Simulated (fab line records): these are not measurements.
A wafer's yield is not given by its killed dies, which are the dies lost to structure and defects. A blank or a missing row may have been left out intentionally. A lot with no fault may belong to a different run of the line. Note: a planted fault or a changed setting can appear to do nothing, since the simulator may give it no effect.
Matching of chambers + flow nand_harc + NHARC_P_GATE_DESCUM_48 on rie_diel-05: 4 sister chambers
The step chemistry O2, time 3 s. 7 wafers are shown with their chamber, then 7 later ones without.

## WAFERS, EACH WITH ITS CHAMBER
| wafer  | chamber | drypump_motor_current_A (A) | oes_product_au (a.u.) |
|--------|---------|-----------------------------|-----------------------|
| L079.5 | 0       | 5.1                         | 1.012                 |
| L091.3 | 0       | 5.1                         | 0.992                 |
| L093.1 | 1       | 6.3                         | 1.018                 |
| L093.2 | 3       | 6.2                         | 1.017                 |
| L093.5 | 2       | 6.3                         | 0.996                 |
| L094.1 | 3       | 6.3                         | 1.014                 |
| L094.2 | 1       | 6.3                         | 1.032                 |

## WAFERS WITH NO CHAMBER GIVEN
| wafer  | drypump_motor_current_A (A) | oes_product_au (a.u.) |
|--------|-----------------------------|-----------------------|
| L094.3 | 6.3                         | 1.017                 |
| L096.1 | 6.3                         | 1.007                 |
| L096.4 | 5.1                         | 0.991                 |
| L096.6 | 6.3                         | 1.013                 |
| L097.1 | 6.3                         | 1.013                 |
| L097.3 | 6.3                         | 1.028                 |
| L097.5 | 6.3                         | 1.022                 |

## WHICH CHAMBER EACH WENT THROUGH
| wafer  | from the rows above          | in truth |
|--------|------------------------------|----------|
| L094.3 | can't be placed: 1 or 3 or 2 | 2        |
| L096.1 | can't be placed: 2 or 3 or 1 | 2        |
| L096.4 | 0                            | 0        |
| L096.6 | can't be placed: 1 or 3 or 2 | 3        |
| L097.1 | can't be placed: 1 or 3 or 2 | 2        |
| L097.3 | can't be placed: 1 or 3      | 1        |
| L097.5 | can't be placed: 1 or 3      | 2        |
1 of 7 placed correctly. From these rows, 6 cannot be placed; in 5 the true chamber is one of the candidates. 0 placed wrongly.
How it was worked out, from the rows above alone: a wafer's distance from a chamber is the root of the sum, over the readings, of the square of ((its reading less the chamber's mean) divided by the reading's scatter). If the next closest chamber is less than 2 further off than the closest, the wafer can't be placed; otherwise it belongs to the closest. A chamber's mean is the mean of its shown wafers. The scatter is the square root of a quotient: the sum, over the shown wafers, of each reading's squared deviation from its chamber's mean, divided by wafers minus chambers.
